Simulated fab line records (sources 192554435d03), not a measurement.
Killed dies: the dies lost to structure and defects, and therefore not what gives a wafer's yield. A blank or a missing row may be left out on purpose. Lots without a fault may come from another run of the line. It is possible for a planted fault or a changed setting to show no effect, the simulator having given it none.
Lot-split experiment    flow n5-finfet    on a route of 1938 steps: 7 lots, 21 wafers read

## ON THE SPLIT
At N5_FIN_SAQP_PEB_14 (peb time 60 s), the setting peb-time-s was moved away from the recipe's 60 s on 4 of the 21 wafers read, by +19.3% to +19.4%. All remaining wafers had this setting at the recipe value.

## SPLIT TO READING: what lies between them in the file, 1 step
- N5_FIN_SAQP_DEVELOP_15: develop time 30 s

## THE READING
cd-nm (nm) at N5_FIN_SAQP_CD_MEAS_16, where the cd target is 35.6 nm. On this fab line, fault-free wafers typically give 35.6 nm with a standard deviation of 0.51 nm.

wafer   tool, chamber at the split  peb-time-s as run, s  against the recipe  cd-nm, nm  against lot-mates on the recipe
L074.1  litho-track-05, 0           60                    recipe              36.0       -
L074.3  litho-track-05, 0           60                    recipe              36.5       -
L074.5  litho-track-05, 0           60                    recipe              36.2       -
L077.1  litho-track-05, 0           60                    recipe              35.9       -
L077.3  litho-track-05, 0           60                    recipe              35.9       -
L077.6  litho-track-05, 0           60                    recipe              35.8       -
L079.1  litho-track-05, 0           60                    recipe              35.4       -
L079.3  litho-track-05, 0           60                    recipe              35.5       -
L079.6  litho-track-05, 0           60                    recipe              35.2       -
L083.1  litho-track-05, 0           60                    recipe              35.6       -
L083.5  litho-track-05, 0           60                    recipe              36.5       -
L083.6  litho-track-05, 0           60                    recipe              36.4       -
L086.1  litho-track-01, 0           71.64                 +19.4%              32.6       -2.0
L086.2  litho-track-01, 0           71.64                 +19.4%              32.9       -1.7
L086.3  litho-track-01, 0           60                    recipe              34.6       -
L087.1  litho-track-02, 0           60                    recipe              35.7       -
L087.5  litho-track-02, 0           60                    recipe              35.7       -
L087.6  litho-track-02, 0           60                    recipe              35.6       -
L095.1  litho-track-05, 0           60                    recipe              36.2       -
L095.3  litho-track-05, 0           71.57                 +19.3%              33.7       -2.5
L095.4  litho-track-05, 0           71.57                 +19.3%              33.6       -2.6

FIT RESULTS
A straight line over all 21 wafers: cd-nm changes by -0.135 nm for each +1% of peb-time-s; r = -0.91; the points scatter about the line by 0.5 nm.
The same after taking each lot's own level away (the mean of its wafers on the recipe; 21 wafers): -0.114 nm for each +1%; r = -0.96; scatter 0.25 nm.
That fit puts the effect of the largest move of peb-time-s on the reading at 2.2 nm.
The lots' own levels span 34.60 to 36.23 nm, that is 3.2 times the standard deviation above.
Thus the slope moves with the lot-to-lot level: the two fits are different.
Check: -2.27 nm against its lot-mates is what the line predicts for one of the wafers moved furthest among these (+19.4%) when that wafer is left out of the fit. Against them it came out at -2 nm.

## OTHER SPLITS APPLIED TO THESE WAFERS
Note: prior to the reading, these wafers also went through further splits. Each is held against what the fit with the lots' levels taken away leaves over:
other split on the same wafers  wafers away from the commonest value  r with cd-nm (lot level and that fit taken away)
N5_FIN_SAQP_PECVD_06 time-s     9                                     -0.23

## FILE'S OWN FIT
cd-nm changes by -0.113 nm for each +1% of peb-time-s, r = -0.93.
